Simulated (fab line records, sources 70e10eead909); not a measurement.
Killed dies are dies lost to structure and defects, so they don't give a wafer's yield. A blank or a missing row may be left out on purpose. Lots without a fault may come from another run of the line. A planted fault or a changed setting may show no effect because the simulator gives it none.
Which tool did it? | flow nand_harc | 12 lots, 36 wafers sampled, at 2 steps of a route of 1159

WHAT THE GAUGES READ, wafer by wafer
NHARC_P_BONDPAD_THK_MEAS_33: measures by ellipsometry.
lot  | measured     | on            | thk_nm (nm)
L076 | day 6 23:51  | film_metro-02 | 198.6 200.1 200.3
L078 | day 7 08:15  | film_metro-01 | 199.1 199.0 198.1
L080 | day 7 13:37  | film_metro-02 | 199.4 197.8 197.5
L081 | day 8 01:06  | film_metro-02 | 199.3 201.3 201.2
L082 | day 8 16:09  | film_metro-02 | 201.8 200.8 200.1
L087 | day 9 14:38  | film_metro-02 | 200.2 201.6 202.6
L086 | day 9 15:55  | film_metro-02 | 202.5 200.4 199.3
L088 | day 10 06:55 | film_metro-01 | 199.9 200.0 202.0
L090 | day 10 13:13 | film_metro-02 | 198.4 199.8 201.1
L092 | day 10 19:55 | film_metro-02 | 200.6 202.0 201.4
L095 | day 11 13:07 | film_metro-01 | 199.4 198.8 199.4
L097 | day 12 06:28 | film_metro-01 | 196.8 199.4 198.4

WHICH TOOL RAN EACH LOT (tool, then ch and the chambers of the sampled wafers, then the start)
lot  | NHARC_P_M2_ANNEAL_31
L076 | rtp_anneal-02 ch 0, day 6 21:42
L078 | rtp_anneal-01 ch 0, day 7 06:19
L080 | rtp_anneal-01 ch 0, day 7 11:32
L081 | rtp_anneal-01 ch 0, day 7 23:02
L082 | rtp_anneal-02 ch 0, day 8 14:08
L087 | rtp_anneal-02 ch 0, day 9 12:31
L086 | rtp_anneal-01 ch 0, day 9 13:36
L088 | rtp_anneal-02 ch 0, day 10 04:57
L090 | rtp_anneal-02 ch 0, day 10 11:05
L092 | rtp_anneal-01 ch 0, day 10 17:53
L095 | rtp_anneal-02 ch 0, day 11 11:05
L097 | rtp_anneal-01 ch 0, day 12 04:29
- NHARC_P_M2_ANNEAL_31: time 90 s.

THE ANSWER, worked out from the rows above alone
Rule: what is usual is taken from the lots themselves. Put in order of their means at a reading, lots are off if they are a third of the lots or fewer, leave a main group of 4 or more, and stand apart from it by a gap of 3 or more times the standard deviation of the main group's means; of several such gaps the widest counts. A main group whose means are all the same, to the digits that the tables above print for the reading, isn't used. A lot without any number at a reading at which 4 lots or more have one is off too. The other lots that the step has rows for count as sound.
No lot is off at any reading shown: from this, nothing can be told.

WHAT THE SIMULATOR HAD PUT IN
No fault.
